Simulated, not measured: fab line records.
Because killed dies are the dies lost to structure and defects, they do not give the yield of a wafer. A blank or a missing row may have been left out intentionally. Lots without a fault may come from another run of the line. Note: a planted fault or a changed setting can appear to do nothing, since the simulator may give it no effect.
Matching of chambers	flow n5 finfet	rie diel-04 running N5_BEOL_M10_ETCH_62: 4 sister chambers
The step etches SOC in N2/H2, target depth 110 nm, overetch 22 nm, time 165 s. 27 wafers are shown with their chamber, then 12 later ones without.

== WAFERS, EACH WITH ITS CHAMBER ==
wafer	chamber	drypump motor current A (A)	throttle valve pct (%)	showerhead plenum p Torr (Torr)
L078.1	0	4.9	17.91	2.44
L078.3	1	5.7	17.51	2.41
L078.6	1	5.7	17.54	2.42
L082.1	1	5.7	17.52	2.41
L082.3	0	5.0	17.92	2.44
L082.6	0	5.0	17.91	2.44
L084.3	1	5.7	17.54	2.41
L084.4	2	6.7	17.87	2.50
L084.6	2	6.8	17.87	2.50
L087.1	1	5.7	17.57	2.41
L087.4	0	5.0	17.95	2.43
L087.5	1	5.8	17.56	2.41
L085.3	0	5.0	17.93	2.43
L085.5	2	6.8	17.88	2.50
L085.6	1	5.7	17.57	2.41
L092.2	0	4.9	17.95	2.43
L092.3	1	5.7	17.58	2.40
L092.6	3	5.8	17.26	2.49
L094.3	1	5.7	17.60	2.40
L094.5	1	5.7	17.61	2.40
L094.6	2	6.8	17.90	2.49
L093.1	2	6.8	17.90	2.49
L093.2	1	5.7	17.60	2.40
L093.3	0	5.0	17.96	2.43
L093.4	3	5.8	17.25	2.49
L093.5	0	5.0	17.97	2.43
L093.6	1	5.7	17.59	2.40

SIGNATURES, as means of the wafers listed above
reading	chamber 0	chamber 1	chamber 2	chamber 3	scatter within a chamber
drypump motor current A	4.975	5.708	6.780	5.800	0.0374
throttle valve pct	17.9375	17.5658	17.8840	17.2550	0.0267
showerhead plenum p Torr	2.4337	2.4067	2.4960	2.4900	0.0058
Rule: a wafer's distance from a chamber is the root of the sum, over the readings, of the square of ((its reading less the chamber's mean) divided by the reading's scatter). If the next closest chamber is less than 2 further off than the closest, the wafer can't be placed; otherwise it belongs to the closest. The scatter: take each reading less its chamber's mean, square it, sum over the shown wafers, divide by the number of wafers less the number of chambers, and take the root.

== WAFERS WITHOUT THEIR CHAMBER ==
wafer	drypump motor current A (A)	throttle valve pct (%)	showerhead plenum p Torr (Torr)
L095.2	6.8	17.91	2.49
L095.4	4.9	17.97	2.42
L095.5	6.8	17.89	2.49
L097.1	6.8	17.91	2.49
L097.3	5.8	17.26	2.49
L097.4	5.8	17.27	2.49
L096.1	5.0	17.98	2.42
L096.2	6.8	17.92	2.49
L096.3	5.8	17.25	2.49
L096.4	4.9	17.98	2.42
L096.5	5.8	17.26	2.49
L096.6	6.8	17.90	2.49

== WHICH CHAMBER EACH WENT THROUGH ==
wafer	from the rows above	in truth
L095.2	2	2
L095.4	0	0
L095.5	2	2
L097.1	2	2
L097.3	3	3
L097.4	3	3
L096.1	0	0
L096.2	2	2
L096.3	3	3
L096.4	0	0
L096.5	3	3
L096.6	2	2
Correctly placed: 12 of 12. From these rows, 0 cannot be placed. Number placed wrongly: 0.
